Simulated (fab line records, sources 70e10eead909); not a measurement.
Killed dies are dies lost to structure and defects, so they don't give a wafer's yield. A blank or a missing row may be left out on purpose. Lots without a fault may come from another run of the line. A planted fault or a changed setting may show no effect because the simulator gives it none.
Problem report in the 8D (eight disciplines) form, filled by code | flow nand_harc | the parts of the form that need people (team, actions taken, sign-off) are left out

1. THE PROBLEM
oes_product_au at NHARC_A_STAIRCASE_HM_OPEN_463 reads a mean of 1.348 a.u. on 6 wafers of 2 lots; wafers without a fault read 0.996 a.u. with a standard deviation of 0.01. That is +35 standard deviations from the usual mean.
The step: chemistry O2/COS.
First seen on wafer L239.4, day 14 00:44, on rie_diel-07. The record holds 33 wafers of 11 lots with a number at this step. Rule for "out", or "out of limits": more than 4 standard deviations from the usual mean. The other wafers with a number count as sound.

2. WHAT IT IS AND WHAT IT IS NOT
question                    | is                     | is not
which readings at this step | oes_product_au         | drypump_motor_current_A, o2_flow_sccm, rf_vpp_V, showerhead_plenum_p_Torr
which lots                  | L235, L239             | L230, L231, L232, L233, L236, L242, L247, L250, L251
which wafers of those lots  | all that have a number | -
read on which tools         | rie_diel-07            | rie_diel-05, rie_diel-13
when                        | from day 14 00:44      | up to then (12 sound wafers); but 15 sound wafers of L236, L242, L247, L250, L251 came after

3. SUSPECTS, AND WHAT RULES EACH OUT
Counting: a tool at a process step up to the reading stays a suspect if it ran every lot that is out and no sound lot after the first of them.
- rie_diel-07 at NHARC_A_STAIRCASE_HM_OPEN_463 (chemistry O2/COS): kept. It ran every lot that is out, first L239 (day 14 00:44), and no sound lot after that; its last sound lot up to then is L230 (day 12 16:13). Its own readings are out on those wafers: oes_product_au.
Left after counting: rie_diel-07 at NHARC_A_STAIRCASE_HM_OPEN_463.

4. THE CAUSE (what the simulator had put in)
Process parameter drift: rie_diel-07, from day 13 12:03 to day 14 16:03, at NHARC_A_STAIRCASE_HM_OPEN_463. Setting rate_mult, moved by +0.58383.
Counting left only this tool.

5. THE CHAIN OF EFFECTS, in route order
Each row: a reading whose mean over the struck wafers that have a number lies more than 3 standard deviations from the usual. Only readings for which the record gives a usual standard deviation are gone through. hours: the time from each lot's start at the first step in this table that gives one to its start at this step, as a median over the lots. sigmas: the change in usual standard deviations.
hours | step                          | reading        | usual      | on struck wafers | change | sigmas
0     | NHARC_A_STAIRCASE_HM_OPEN_463 | oes_product_au | 0.996 a.u. | 1.348            | +0.352 | +35
The process steps in it:
- NHARC_A_STAIRCASE_HM_OPEN_463: chemistry O2/COS.

6. WHAT WOULD HAVE CAUGHT IT SOONER
In this record the first reading out of limits was taken at day 14 00:44, 13 hours after the fault began at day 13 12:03.
